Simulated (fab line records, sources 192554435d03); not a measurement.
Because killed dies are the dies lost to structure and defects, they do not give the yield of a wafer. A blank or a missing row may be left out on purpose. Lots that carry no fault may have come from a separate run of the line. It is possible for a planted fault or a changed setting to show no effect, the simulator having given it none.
Struck lot and sound lot, side by side -- flow n5_finfet -- 37 steps out of a route of 1938
Sound: the wafers L253.1, L253.3, L253.4. Wafers struck: L257.2, L257.4, L257.5. The cause comes at the end.
Per side, at each step with rows, come the tool, then ch with its chambers, and then its first start. Under that, the readings that differ: sound wafers -- struck wafers -- difference of the means -- sigmas: that difference in standard deviations of wafers without a fault.
alike: readings whose means differ by less than 2 such deviations, and words and numbers that are the same on both sides. not compared: withheld readings, readings that some wafer has no value for, bounds like >300 that may hide the same value, and numbers for which the record gives no deviation and whose values overlap.
Wherever a step has rows on one side only, a row that says differs or no value, or a row with sigmas, the two part there. Numbers that have no deviation but don't overlap get no sigmas and don't part them. A reading missing from all wafers of one side parts the sides only when that side holds two or more wafers.

first, 9 steps without rows for these wafers: N5_BEOL_M2_ANNEAL_95 (time 240 s); N5_BEOL_M2_SPUTTER_96 (material Cu, target thk 4.5 nm, time 8.29 s); N5_BEOL_M2_ECD_50 (material Cu, target thk 300 nm); N5_BEOL_M2_ANNEAL_51 (time 90 s); N5_BEOL_M2_CMP_52 (polishes, stops on SiOC, t overpolish 6.8 s, target thk 40 nm); N5_BEOL_M2_PRE_CLEAN_60 (time 15 s); N5_BEOL_M2_CO_CAP_55 (material Co, precursor CCTBA/H2, target thk 2 nm, time 102.1 s); N5_BEOL_M2_PRE_CLEAN_56 (time 15 s); N5_BEOL_M2_DEP_57 (deposits SiCN from 3MS/NH3, target thk 8 nm, time 14 s).
N5_BEOL_M3_ILD_DEP_00: deposits SiOC from DEMS/O2, target thk 79 nm, time 15.3 s.
  sound on pecvd-01 ch 0,1,2, day 8 12:11; struck on pecvd-04 ch 1,2, day 9 12:28
  no value came back on the struck wafers for any of 6 readings (chamber_pressure_Torr (Torr), heater_power_outer_w (W) and others); on the sound wafers chamber_pressure_Torr (Torr) reads 4.993 5.006 5.000
then, 24 steps without rows for these wafers: N5_BEOL_M3_PECVD_72 (deposits SiO2 from TEOS/O2, target thk 16 nm, time 18 s); N5_BEOL_M3_HM_DEP_02 (deposits TiN, target thk 20 nm); N5_BEOL_M3_COAT_61 (time 60 s, resist thk 60 nm); N5_BEOL_M3_COAT_62 (time 60 s, resist thk 12 nm); N5_BEOL_M3_COAT_73 (time 60 s, resist thk 5 nm); N5_BEOL_M3_COAT_05 (resist thk 30 nm); N5_BEOL_M3_EBR_07; N5_BEOL_M3_SOFTBAKE_06 (time 60 s); N5_BEOL_M3_EXPOSE_08 (exposes mask M3); N5_BEOL_M3_PEB_09 (peb time 60 s); N5_BEOL_M3_DEVELOP_10 (develop time 30 s); N5_BEOL_M3_DESCUM_16 (chemistry O2, time 7 s); N5_BEOL_M3_ETCH_74 (etches underlayer in N2/H2, target depth 6.5 nm, time 5.2 s); N5_BEOL_M3_ETCH_63 (etches SiARC in CF4, target depth 15.6 nm, time 26 s); N5_BEOL_M3_ETCH_64 (etches SOC in N2/H2, target depth 75 nm, overetch 15 nm, time 112.5 s); N5_BEOL_M3_STRIP_65 (strips in N2/H2); N5_BEOL_M3_STRIP_75 (strips in N2/H2); N5_BEOL_M3_STRIP_66 (strips in CF4); N5_BEOL_M3_HM_OPEN_17 (chemistry Cl2/BCl3, target TiN, target depth 20 nm, overetch 6 nm); N5_BEOL_M3_STRIP_19 (strips in O2); N5_BEOL_M3_COAT_67 (time 60 s, resist thk 60 nm); N5_BEOL_M3_COAT_68 (time 60 s, resist thk 12 nm); N5_BEOL_M3_COAT_76 (time 60 s, resist thk 5 nm); N5_BEOL_M3_COAT_22 (resist thk 30 nm).
N5_BEOL_M3_OCD_MEAS_38:
  sound: ocd-02 at day 8 22:11; struck: ocd-01 at day 9 20:35
reading,sound,struck,difference,sigmas
trench_depth_nm (nm),55.0 55.3 54.5,- - -,no value on the struck wafers,
N5_BEOL_M4_RC_MEAS_101:
  the record has rows for the sound wafers here (prober-02 ch 0, day 9 15:42) and none for the struck ones
-- a jump in the record: the struck wafers' starts before and after are 5 days apart (it breaks off in module BEOL_M4 and resumes in module PASSIVATION, where the first step shown is number 1936 of the route) --
N5_PASSIVATION_PROBE_49:
  record: rows for the struck wafers here (prober-02, day 14 15:10), none for the sound ones

## WHERE THEY PART
First at N5_BEOL_M3_ILD_DEP_00; last, within this record, at N5_PASSIVATION_PROBE_49.

WHY: whatever the simulator had introduced
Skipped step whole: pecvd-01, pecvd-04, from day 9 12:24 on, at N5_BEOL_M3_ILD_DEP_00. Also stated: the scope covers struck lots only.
